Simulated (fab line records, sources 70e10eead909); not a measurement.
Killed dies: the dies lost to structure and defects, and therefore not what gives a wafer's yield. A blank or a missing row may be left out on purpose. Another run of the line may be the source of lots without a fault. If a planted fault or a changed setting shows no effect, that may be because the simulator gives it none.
Which tool was responsible? | flow nandHarc | 16 wafers from 6 lots sampled at 2 of the route's 1159 steps

== WHAT THE GAUGES READ, wafer by wafer ==
NHARC_P_BONDPAD_THK_MEAS_33: measures by ellipsometry.
lot  | measured     | on           | thkNm (nm)
L476 | day 8 20:51  | filmMetro-01 | 200.7 202.0 199.4
L473 | day 8 23:15  | filmMetro-02 | 197.3 199.7 202.0
L480 | day 9 09:09  | filmMetro-01 | 198.9 201.6 198.2
L478 | day 9 13:27  | filmMetro-01 | 199.8
L489 | day 10 10:42 | filmMetro-01 | 197.2 199.4 199.3
L495 | day 11 20:05 | filmMetro-02 | 199.1 199.6 199.8

== EACH LOT AND THE TOOL THAT RAN IT (in order: tool; ch and the chambers of the sampled wafers; start) ==
lot  | NHARC_P_M2_DEP_33
L476 | pecvd-01 ch 0,1,2, day 8 19:48
L473 | pecvd-01 ch 1,2, day 8 22:16
L480 | pecvd-02 ch 0,1,2, day 9 08:06
L478 | pecvd-02 ch 1, day 9 12:25
L489 | pecvd-04 ch 1,2, day 10 09:40
L495 | pecvd-01 ch 0,1, day 11 19:05
- NHARC_P_M2_DEP_33: deposits SiCN, target thk 30 nm.

== THE ANSWER, worked out from the rows above alone ==
Rule: usual is defined by the lots themselves. Put in order of their means at a reading, lots are off if they are a third of the lots or fewer, leave a main group of 4 or more, and stand apart from it by a gap of 3 or more times the standard deviation of the main group's means; of several such gaps the widest counts. A main group is skipped when, at the precision printed for the reading in the tables above, its means are all equal. A lot without any number at a reading at which 4 lots or more have one is off too. The other lots that the step has rows for count as sound.
No lot is off on any of the readings shown, so nothing can be concluded from this.

== WHAT THE SIMULATOR HAD PUT IN ==
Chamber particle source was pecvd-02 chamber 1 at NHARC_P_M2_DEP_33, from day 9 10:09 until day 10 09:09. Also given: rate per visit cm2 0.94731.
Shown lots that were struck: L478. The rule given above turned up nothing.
